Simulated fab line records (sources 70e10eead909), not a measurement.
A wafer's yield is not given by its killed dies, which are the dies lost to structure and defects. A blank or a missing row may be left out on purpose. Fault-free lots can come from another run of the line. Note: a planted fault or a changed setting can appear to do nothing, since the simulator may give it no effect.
Matching of chambers    flow nand-harc    NHARC_A_CHANNEL_FILL_D1_ALD_02 on ald-hk-02: 4 sister chambers
The step deposits SiO2, target thk 6 nm, pulse time 10 s, ald cycles 60. 8 wafers are shown with their chamber, then 8 later ones without.

== WAFERS PAIRED WITH THEIR CHAMBERS ==
wafer   chamber  heater-power-w (W)  precursor-pulse-height-rel
L078.3  3        463                 1.003
L086.2  1        485                 1.001
L086.3  2        386                 1.018
L086.5  3        434                 0.967
L089.2  0        582                 1.020
L089.3  2        393                 0.994
L089.5  0        572                 0.981
L087.3  1        481                 1.028

== WAFERS WHOSE CHAMBER IS MISSING ==
wafer   heater-power-w (W)  precursor-pulse-height-rel
L087.5  483                 0.981
L087.6  381                 1.026
L088.1  582                 1.011
L088.4  391                 1.020
L088.5  484                 0.982
L096.2  444                 0.988
L096.3  377                 1.008
L096.5  510                 1.029

== WHICH CHAMBER EACH WENT THROUGH ==
wafer   from the rows above      in truth
L087.5  can't be placed: 1 or 3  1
L087.6  2                        2
L088.1  0                        0
L088.4  2                        2
L088.5  can't be placed: 1 or 3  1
L096.2  3                        3
L096.3  2                        2
L096.5  1                        1
Correctly placed: 6 of 8. Not placeable from these rows: 2 (in 2, the candidates include the true chamber). Number placed wrongly: 0.
How it was worked out, from the rows above alone: a wafer's distance from a chamber is the root of the sum, over the readings, of the square of ((its reading less the chamber's mean) divided by the reading's scatter). If the next closest chamber is less than 2 further off than the closest, the wafer can't be placed; otherwise it belongs to the closest. For every chamber, the mean is computed from those of its wafers that are shown. The scatter is the square root of a quotient: the sum, over the shown wafers, of each reading's squared deviation from its chamber's mean, divided by wafers minus chambers.
